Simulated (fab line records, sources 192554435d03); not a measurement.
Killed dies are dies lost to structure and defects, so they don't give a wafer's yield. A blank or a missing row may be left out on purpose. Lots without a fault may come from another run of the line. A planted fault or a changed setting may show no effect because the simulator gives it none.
Which tool did it? | flow n5_finfet | 11 lots, 33 wafers sampled, at 5 steps of a route of 1938

WHAT THE GAUGES READ, wafer by wafer
The record holds no reading of a measuring or inspecting step that can be judged against a usual standard deviation.

WHICH TOOL RAN EACH LOT (tool, then ch and the chambers of the sampled wafers, then the start)
lot  | N5_BEOL_M14_SPUTTER_45       | N5_PASSIVATION_PASS_ETCH_74        | N5_PASSIVATION_VIA_ETCH_13         | N5_PASSIVATION_SPUTTER_20    | N5_PASSIVATION_PROBE_49
L356 | pvd_sputter-03, day 12 06:49 | rie_diel-05 ch 0,1,3, day 12 19:41 | rie_diel-05 ch 0,1,3, day 12 19:46 | pvd_sputter-01, day 12 20:28 | prober-02, day 13 02:17
L354 | pvd_sputter-01, day 12 12:20 | rie_diel-04 ch 1,2,3, day 13 05:34 | rie_diel-04 ch 1,2,3, day 13 05:40 | pvd_sputter-02, day 13 06:10 | prober-01, day 13 11:59
L357 | pvd_sputter-02, day 12 23:33 | rie_diel-03 ch 0,1, day 13 13:32   | rie_diel-03 ch 0,1, day 13 13:37   | pvd_sputter-02, day 13 14:25 | prober-02, day 13 20:09
L358 | pvd_sputter-02, day 13 20:26 | rie_diel-04 ch 0,2,3, day 14 12:09 | rie_diel-04 ch 0,2,3, day 14 12:14 | pvd_sputter-02, day 14 12:50 | prober-01, day 14 18:57
L363 | pvd_sputter-01, day 15 05:17 | rie_diel-05 ch 1,2,3, day 16 02:17 | rie_diel-05 ch 1,2,3, day 16 02:22 | pvd_sputter-01, day 16 04:19 | prober-01, day 16 10:12
L365 | pvd_sputter-03, day 15 08:51 | rie_diel-03 ch 1,3, day 16 02:16   | rie_diel-03 ch 1,3, day 16 02:21   | pvd_sputter-03, day 16 03:05 | prober-01, day 16 08:50
L368 | pvd_sputter-03, day 15 11:39 | rie_diel-03 ch 1,2,3, day 16 04:57 | rie_diel-03 ch 1,2,3, day 16 05:02 | pvd_sputter-02, day 16 05:50 | prober-02, day 16 11:34
L367 | pvd_sputter-02, day 15 12:20 | rie_diel-03 ch 0,1,2, day 16 06:40 | rie_diel-03 ch 0,1,2, day 16 06:46 | pvd_sputter-01, day 16 07:29 | prober-01, day 16 13:58
L369 | pvd_sputter-03, day 15 14:17 | rie_diel-03 ch 2,3, day 16 10:25   | rie_diel-03 ch 2,3, day 16 10:31   | pvd_sputter-03, day 16 11:12 | prober-02, day 16 17:11
L370 | pvd_sputter-03, day 15 23:43 | rie_diel-04 ch 0,1, day 16 14:16   | rie_diel-04 ch 0,1, day 16 14:22   | pvd_sputter-01, day 16 14:55 | prober-01, day 16 20:40
L371 | pvd_sputter-02, day 16 11:13 | rie_diel-04 ch 1,3, day 17 02:56   | rie_diel-04 ch 1,3, day 17 03:02   | pvd_sputter-01, day 17 04:05 | prober-02, day 17 09:43
- N5_BEOL_M14_SPUTTER_45: material Cu, target thk 100 nm, time 16.67 s.
- N5_PASSIVATION_PASS_ETCH_74: etches SiNx in CF4/O2, target depth 220 nm, time 110 s.
- N5_PASSIVATION_VIA_ETCH_13: etches SiO2 in CHF3/O2, target depth 660 nm, time 330 s.
- N5_PASSIVATION_SPUTTER_20: material TaN, target thk 50 nm.
- N5_PASSIVATION_PROBE_49

WHAT THE TOOLS THEMSELVES READ (means of the sampled wafers that have a number; where no wafer has one, the mark that the record gives instead)
N5_BEOL_M14_SPUTTER_45.
lot  | tool           | chuck_gas_flow_sccm (sccm) | throttle_valve_pct (%)
L356 | pvd_sputter-03 | 1.21                       | 29.3
L354 | pvd_sputter-01 | 1.27                       | 28.8
L357 | pvd_sputter-02 | 1.27                       | 29.4
L358 | pvd_sputter-02 | 1.21                       | 30.8
L363 | pvd_sputter-01 | 1.30                       | 30.0
L365 | pvd_sputter-03 | 1.22                       | 29.7
L368 | pvd_sputter-03 | 1.30                       | 29.3
L367 | pvd_sputter-02 | 1.23                       | 29.8
L369 | pvd_sputter-03 | 1.28                       | 30.2
L370 | pvd_sputter-03 | 1.32                       | 29.7
L371 | pvd_sputter-02 | 1.21                       | 30.2

N5_PASSIVATION_PASS_ETCH_74.
lot  | tool        | drypump_motor_current_A (A) | oes_product_au (a.u.) | rf_vpp_V (V) | showerhead_plenum_p_Torr (Torr) | throttle_valve_pct (%)
L356 | rie_diel-05 | 5.8                         | 0.81                  | 241          | 2.27                            | 15.98
L354 | rie_diel-04 | 5.0                         | 0.70                  | 241          | 2.21                            | 16.25
L357 | rie_diel-03 | 5.6                         | 0.70                  | 240          | 2.16                            | 16.30
L358 | rie_diel-04 | 5.1                         | 0.70                  | 243          | 2.18                            | 16.08
L363 | rie_diel-05 | 5.6                         | 0.82                  | 243          | 2.26                            | 16.05
L365 | rie_diel-03 | 6.1                         | 0.73                  | 238          | 2.18                            | 16.29
L368 | rie_diel-03 | 6.2                         | 0.80                  | 240          | 2.20                            | 16.09
L367 | rie_diel-03 | 5.7                         | 0.75                  | 242          | 2.18                            | 16.15
L369 | rie_diel-03 | 6.2                         | 0.87                  | 240          | 2.19                            | 16.05
L370 | rie_diel-04 | 5.0                         | 0.70                  | 245          | 2.24                            | 16.29
L371 | rie_diel-04 | 4.9                         | 0.70                  | 246          | 2.26                            | 16.30

N5_PASSIVATION_VIA_ETCH_13.
lot  | tool        | CHF3_flow_sccm (sccm) | drypump_motor_current_A (A) | etch_rf_on_time_s (s) | oes_product_au (a.u.) | rf_vpp_V (V) | showerhead_plenum_p_Torr (Torr) | throttle_valve_pct (%)
L356 | rie_diel-05 | 49.94                 | 5.9                         | 235                   | 0.74                  | 523          | 2.47                            | 18.82
L354 | rie_diel-04 | 49.95                 | 5.0                         | 245                   | 0.64                  | 526          | 2.42                            | 19.14
L357 | rie_diel-03 | 50.12                 | 5.7                         | 237                   | 0.64                  | 521          | 2.35                            | 19.13
L358 | rie_diel-04 | 50.02                 | 5.1                         | 232                   | 0.64                  | 526          | 2.38                            | 18.92
L363 | rie_diel-05 | 50.01                 | 5.6                         | 236                   | 0.74                  | 528          | 2.47                            | 18.91
L365 | rie_diel-03 | 49.95                 | 6.2                         | 240                   | 0.66                  | 517          | 2.38                            | 19.15
L368 | rie_diel-03 | 49.95                 | 6.2                         | 238                   | 0.73                  | 523          | 2.40                            | 18.96
L367 | rie_diel-03 | 49.99                 | 5.7                         | 232                   | 0.68                  | 527          | 2.37                            | 18.98
L369 | rie_diel-03 | 50.07                 | 6.2                         | 232                   | 0.78                  | 522          | 2.40                            | 18.98
L370 | rie_diel-04 | 49.91                 | 5.0                         | 244                   | 0.63                  | 532          | 2.45                            | 19.16
L371 | rie_diel-04 | 49.94                 | 4.9                         | 242                   | 0.63                  | 533          | 2.47                            | 19.19

N5_PASSIVATION_SPUTTER_20.
lot  | tool           | throttle_valve_pct (%)
L356 | pvd_sputter-01 | 28.9
L354 | pvd_sputter-02 | 29.4
L357 | pvd_sputter-02 | 30.3
L358 | pvd_sputter-02 | 29.4
L363 | pvd_sputter-01 | 29.1
L365 | pvd_sputter-03 | 30.4
L368 | pvd_sputter-02 | 30.1
L367 | pvd_sputter-01 | 30.1
L369 | pvd_sputter-03 | 30.0
L370 | pvd_sputter-01 | 30.0
L371 | pvd_sputter-01 | 30.1

N5_PASSIVATION_PROBE_49.
lot  | tool      | defect_limited_yield (%) | killed_at_M0_to_M3 | killed_at_M4_up | killed_at_contacts | killed_at_front_end | killed_at_other | killed_dies | killed_on_rim | killed_open | killed_short | sort_bin_4_leakage (%) | sort_bin_5_function (%) | sort_bin_6_memory (%) | sort_n_pass | sort_yield_pct (%)
L356 | prober-02 | 89.4                     | 40                 | 30              | 9                  | 44                  | 2               | 125         | 14            | 85          | 38           | 0.00                   | 6.1                     | 4.3                   | 1055        | 89.4
L354 | prober-01 | 88.8                     | 44                 | 20              | 15                 | 51                  | 3               | 132         | 16            | 86          | 44           | 0.00                   | 6.4                     | 4.2                   | 1048        | 88.8
L357 | prober-02 | 92.4                     | 30                 | 12              | 9                  | 36                  | 3               | 90          | 13            | 53          | 35           | 0.00                   | 4.6                     | 2.7                   | 1090        | 92.4
L358 | prober-01 | 90.7                     | 39                 | 12              | 16                 | 38                  | 5               | 110         | 14            | 68          | 40           | 0.00                   | 5.1                     | 3.6                   | 1070        | 90.7
L363 | prober-01 | 88.6                     | 61                 | 17              | 17                 | 36                  | 4               | 135         | 19            | 87          | 46           | 0.00                   | 7.2                     | 3.8                   | 1045        | 88.6
L365 | prober-01 | 93.1                     | 25                 | 12              | 5                  | 36                  | 3               | 82          | 10            | 55          | 24           | 0.06                   | 4.3                     | 2.3                   | 1098        | 93.1
L368 | prober-02 | 91.8                     | 53                 | 11              | 7                  | 20                  | 5               | 97          | 14            | 66          | 29           | 0.00                   | 4.6                     | 3.3                   | 1083        | 91.8
L367 | prober-01 | 92.0                     | 32                 | 8               | 10                 | 33                  | 11              | 94          | 9             | 57          | 34           | 0.00                   | 4.4                     | 3.2                   | 1086        | 92.0
L369 | prober-02 | 82.3                     | 30                 | 126             | 12                 | 28                  | 12              | 208         | 20            | 57          | 33           | 0.00                   | 10.4                    | 4.5                   | 972         | 82.3
L370 | prober-01 | 77.6                     | 49                 | 160             | 20                 | 29                  | 7               | 265         | 18            | 78          | 39           | 0.00                   | 13.9                    | 5.5                   | 915         | 77.6
L371 | prober-02 | 93.1                     | 26                 | 14              | 8                  | 29                  | 5               | 81          | 9             | 53          | 25           | 0.00                   | 4.3                     | 2.3                   | 1099        | 93.1

THE ANSWER, worked out from the rows above alone
Rule: what is usual is taken from the lots themselves. Put in order of their means at a reading, lots are off if they are a third of the lots or fewer, leave a main group of 4 or more, and stand apart from it by a gap of 3 or more times the standard deviation of the main group's means; of several such gaps the widest counts. A main group whose means are all the same, to the digits that the tables above print for the reading, isn't used. A lot without any number at a reading at which 4 lots or more have one is off too. The other lots that the step has rows for count as sound. The gauges are gone through in route order, then the tools' own readings, and for those a lot's mean is taken as printed above. The first step at which some lot is off is used, and at that step the reading that is off furthest; a lot without a number counts as furthest.
Off: L369, L370, at N5_PASSIVATION_PROBE_49 (killed_at_M4_up). The main group: mean 15, standard deviation 6.2.
A tool fits if, at that step or a process step before it, it ran every lot that is off, and no sound lot after the first of them. One fits: pvd_sputter-03 at N5_BEOL_M14_SPUTTER_45. Its last sound lot is L368 (day 15 11:39), its first lot that is off L369 (day 15 14:17): a fault that began between those two fits.

WHAT THE SIMULATOR HAD PUT IN
Chamber particle source: pvd_sputter-03, from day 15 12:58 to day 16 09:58, at N5_BEOL_M14_SPUTTER_45. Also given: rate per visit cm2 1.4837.
Lots struck among those shown: L369, L370. The rule above found the same.
